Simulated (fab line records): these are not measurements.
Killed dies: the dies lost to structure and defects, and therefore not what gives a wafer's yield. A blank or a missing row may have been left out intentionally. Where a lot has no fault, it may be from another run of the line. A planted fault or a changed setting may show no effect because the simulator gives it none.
A struck lot beside a sound one -- flow n5Finfet -- 14 steps out of a route of 1938
Sound: these wafers, L674.2, L674.3, L674.5. Struck: wafer L683.1. (L683.3, L683.4 of the same lot were not struck and are left out.) The cause comes at the end.
Order at every step that has rows: each side's tool, ch and its chambers, its first start. Under that, the readings that differ: sound wafers -- struck wafers -- difference of the means -- sigmas: that difference in standard deviations of wafers without a fault.
alike: a reading whose means differ by less than 2 such deviations, as well as words and numbers matching on both sides. not compared: withheld readings; readings where some wafer has no value; bounds like >300 that might hide an equal value; numbers whose values overlap and for which the record gives no deviation.
Wherever a step has rows on one side only, a row that says differs or no value, or a row with sigmas, the two part there. Numbers that have no deviation but don't overlap get no sigmas and don't part them. A reading that every wafer of one side lacks parts them only if that side has two wafers or more.

first, 2 steps without rows for these wafers: N5_BEOL_M5_CVD_47 (deposits Co from CCTBA/H2, target thk 3 nm, time 216 s); N5_BEOL_M5_SPUTTER_48 (material Cu, target thk 15 nm, time 27.62 s).
N5_BEOL_M5_ANNEAL_49: time 1800 s.
  sound: pvdSputter-03 at day 9 06:56; struck: pvdSputter-02 at day 11 17:13
  alike: heaterPowerW, susceptor_temp_C_max
then, 1 step without rows for these wafers: N5_BEOL_M5_SPUTTER_81 (material Cu, target thk 15 nm, time 27.62 s).
N5_BEOL_M5_ANNEAL_82: time 1800 s.
  sound: pvdSputter-03 at day 9 08:02; struck: pvdSputter-02 at day 11 18:17
reading,sound,struck,difference,sigmas
susceptor_temp_C_max,401.3 401.7 401.0,400.6,-0.7,-2
  alike: heaterPowerW
then, 2 steps without rows for these wafers: N5_BEOL_M5_SPUTTER_83 (material Cu, target thk 15 nm, time 27.62 s); N5_BEOL_M5_ANNEAL_84 (time 1800 s).
N5_BEOL_M5_SPUTTER_88: material Cu, target thk 15 nm, time 27.62 s.
  sound: pvdSputter-03 at day 9 10:07; struck: pvdSputter-02 at day 11 20:23
  alike: chuckGasFlowSccm, throttleValvePct
N5_BEOL_M5_ANNEAL_89: time 1800 s.
  sound: pvdSputter-03 at day 9 10:12; struck: pvdSputter-02 at day 11 20:28
  alike: heaterPowerW, susceptor_temp_C_max
N5_BEOL_M5_SPUTTER_90: material Cu, target thk 4.5 nm, time 8.29 s.
  sound: pvdSputter-03 at day 9 11:13; struck: pvdSputter-02 at day 11 21:28
reading,sound,struck,difference,sigmas
chuckGasFlowSccm (sccm),1.21 1.09 1.23,1.34,+0.16,+3
  alike: throttleValvePct
then, 2 steps without rows for these wafers: N5_BEOL_M5_ECD_50 (material Cu, target thk 300 nm); N5_BEOL_M5_ANNEAL_51 (time 90 s).
N5_BEOL_M5_CMP_52: polishes, stops on SiCOH lowk, t overpolish 6.9 s, target thk 62 nm.
  sound on cmp-02 ch 0,1,3, day 9 11:47; struck on cmp-04 ch 2, day 11 21:58
reading,sound,struck,difference,sigmas
barrierFieldEndpointS (s),23.4 23.8 24.1,25.9,+2.1,+4
platenRpm (rpm),49.97 50.07 49.97,47.99,-2.01,-56
  alike: motorCurrentA, overpolishRunS, timeToEndpointS
after that, 1 step had no rows for these wafers: N5_PASSIVATION_PROBE_49.

## WHERE THEY PART
At N5_BEOL_M5_ANNEAL_82 first; at N5_BEOL_M5_CMP_52 last (within this record only).

WHY: the cause the simulator had injected
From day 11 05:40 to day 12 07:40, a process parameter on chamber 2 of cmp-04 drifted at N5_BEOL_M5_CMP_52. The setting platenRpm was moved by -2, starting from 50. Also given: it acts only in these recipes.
